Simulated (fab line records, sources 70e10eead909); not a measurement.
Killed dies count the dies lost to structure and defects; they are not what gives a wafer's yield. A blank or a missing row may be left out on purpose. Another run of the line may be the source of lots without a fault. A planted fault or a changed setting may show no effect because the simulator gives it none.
Matching of chambers    flow nand harc    cmp-04 running NHARC_A_STAIRCASE_CMP_450: 4 sister chambers
The step polishes SiO2, target thk 200 nm. 4 wafers are shown with their chamber, then 9 later ones without.

## WAFERS, EACH WITH ITS CHAMBER
wafer   chamber  motor current A (A)
L085.1  0        10.8
L087.1  2        12.1
L087.4  1        12.4
L087.6  3        10.1

## WAFERS WHOSE CHAMBER IS MISSING
wafer   motor current A (A)
L086.1  11.8
L086.2  11.6
L086.6  12.2
L094.2  10.5
L094.3  11.7
L094.5  10.3
L095.1  12.2
L095.3  11.0
L095.5  12.4

## CHAMBER TAKEN BY EACH
wafer   from the rows above           in truth
L086.1  can't be placed: 2 or 1       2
L086.2  can't be placed: 2 or 0 or 1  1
L086.6  can't be placed: 2 or 1       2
L094.2  can't be placed: 0 or 3       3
L094.3  can't be placed: 2 or 1 or 0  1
L094.5  can't be placed: 3 or 0       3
L095.1  can't be placed: 2 or 1       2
L095.3  0                             0
L095.5  can't be placed: 1 or 2       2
Correct placement for 1 of the 9. These rows do not allow placing 8 (true chamber among the candidates in 8). 0 placed wrongly.
How it was worked out, from the rows above alone: a wafer's distance from a chamber is the root of the sum, over the readings, of the square of ((its reading less the chamber's mean) divided by the reading's scatter). The wafer belongs to the nearest chamber; if the next one is less than 2 further off, it can't be placed. Each chamber's mean is taken over the wafers shown for it. The scatter (one wafer shown for each chamber): square how far every hidden wafer sits from the nearest shown wafer, average those squares and take the square root.
